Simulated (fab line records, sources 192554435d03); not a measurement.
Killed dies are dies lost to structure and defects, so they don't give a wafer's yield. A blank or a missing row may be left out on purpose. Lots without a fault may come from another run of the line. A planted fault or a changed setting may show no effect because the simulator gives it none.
Chamber matching | flow n5_finfet | N5_SD_EPI_N_ETCH_16 on rie_diel-05: 4 sister chambers
The step etches SiO2 in CHF3/O2, target depth 5 nm. 4 wafers are shown with their chamber, then 9 later ones without.

WAFERS WITH THEIR CHAMBER
wafer  | chamber | showerhead_plenum_p_Torr (Torr)
L077.5 | 1       | 2.38
L077.6 | 0       | 2.49
L081.2 | 3       | 2.38
L081.6 | 2       | 2.50

WAFERS WITHOUT THEIR CHAMBER
wafer  | showerhead_plenum_p_Torr (Torr)
L082.1 | 2.48
L082.3 | 2.48
L082.4 | 2.48
L086.2 | 2.48
L086.4 | 2.38
L086.5 | 2.48
L090.2 | 2.49
L090.4 | 2.37
L090.6 | 2.49

WHICH CHAMBER EACH WENT THROUGH
wafer  | from the rows above     | in truth
L082.1 | can't be placed: 0 or 2 | 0
L082.3 | can't be placed: 0 or 2 | 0
L082.4 | can't be placed: 0 or 2 | 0
L086.2 | can't be placed: 0 or 2 | 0
L086.4 | can't be placed: 1 or 3 | 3
L086.5 | can't be placed: 0 or 2 | 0
L090.2 | can't be placed: 0 or 2 | 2
L090.4 | can't be placed: 1 or 3 | 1
L090.6 | can't be placed: 0 or 2 | 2
Placed correctly: 0 of 9. Can't be placed from these rows: 9 (the true chamber is among the candidates in 9). Placed wrongly: 0.
How it was worked out, from the rows above alone: a wafer's distance from a chamber is the root of the sum, over the readings, of the square of ((its reading less the chamber's mean) divided by the reading's scatter). The wafer belongs to the nearest chamber; if the next one is less than 2 further off, it can't be placed. A chamber's mean is the mean of its shown wafers. The scatter: with one shown wafer a chamber, the root of the mean of the squares of how far each hidden wafer lies from its nearest shown one.
